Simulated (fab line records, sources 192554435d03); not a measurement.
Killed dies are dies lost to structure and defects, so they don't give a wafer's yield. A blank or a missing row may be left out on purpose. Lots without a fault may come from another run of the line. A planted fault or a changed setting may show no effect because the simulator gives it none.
Chamber matching | flow n5_finfet | N5_HKMG_FIN_ALD_79 on ald_metal-03: 4 sister chambers
The step deposits TiN, target thk 1.5 nm, pulse time 1 s, purge time 3 s. 7 wafers are shown with their chamber, then 7 later ones without.

WAFERS WITH THEIR CHAMBER
wafer  | chamber | heater_power_w (W) | heater_power_outer_w (W)
L088.1 | 2       | 660                | 429
L088.4 | 3       | 939                | 544
L089.1 | 2       | 653                | 424
L089.2 | 3       | 953                | 544
L089.6 | 1       | 849                | 479
L093.1 | 1       | 857                | 463
L093.2 | 0       | 883                | 487

WAFERS WITHOUT THEIR CHAMBER
wafer  | heater_power_w (W) | heater_power_outer_w (W)
L093.5 | 654                | 429
L095.1 | 922                | 551
L095.3 | 868                | 473
L095.6 | 955                | 556
L097.1 | 859                | 464
L097.4 | 953                | 561
L097.6 | 658                | 428

WHICH CHAMBER EACH WENT THROUGH
wafer  | from the rows above     | in truth
L093.5 | 2                       | 2
L095.1 | 3                       | 3
L095.3 | can't be placed: 1 or 0 | 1
L095.6 | 3                       | 3
L097.1 | 1                       | 1
L097.4 | 3                       | 3
L097.6 | 2                       | 2
Placed correctly: 6 of 7. Can't be placed from these rows: 1 (the true chamber is among the candidates in 1). Placed wrongly: 0.
How it was worked out, from the rows above alone: a wafer's distance from a chamber is the root of the sum, over the readings, of the square of ((its reading less the chamber's mean) divided by the reading's scatter). The wafer belongs to the nearest chamber; if the next one is less than 2 further off, it can't be placed. A chamber's mean is the mean of its shown wafers. The scatter: the root of (the sum of the squares of (reading less its chamber's mean) over the shown wafers, divided by (wafers less chambers)).
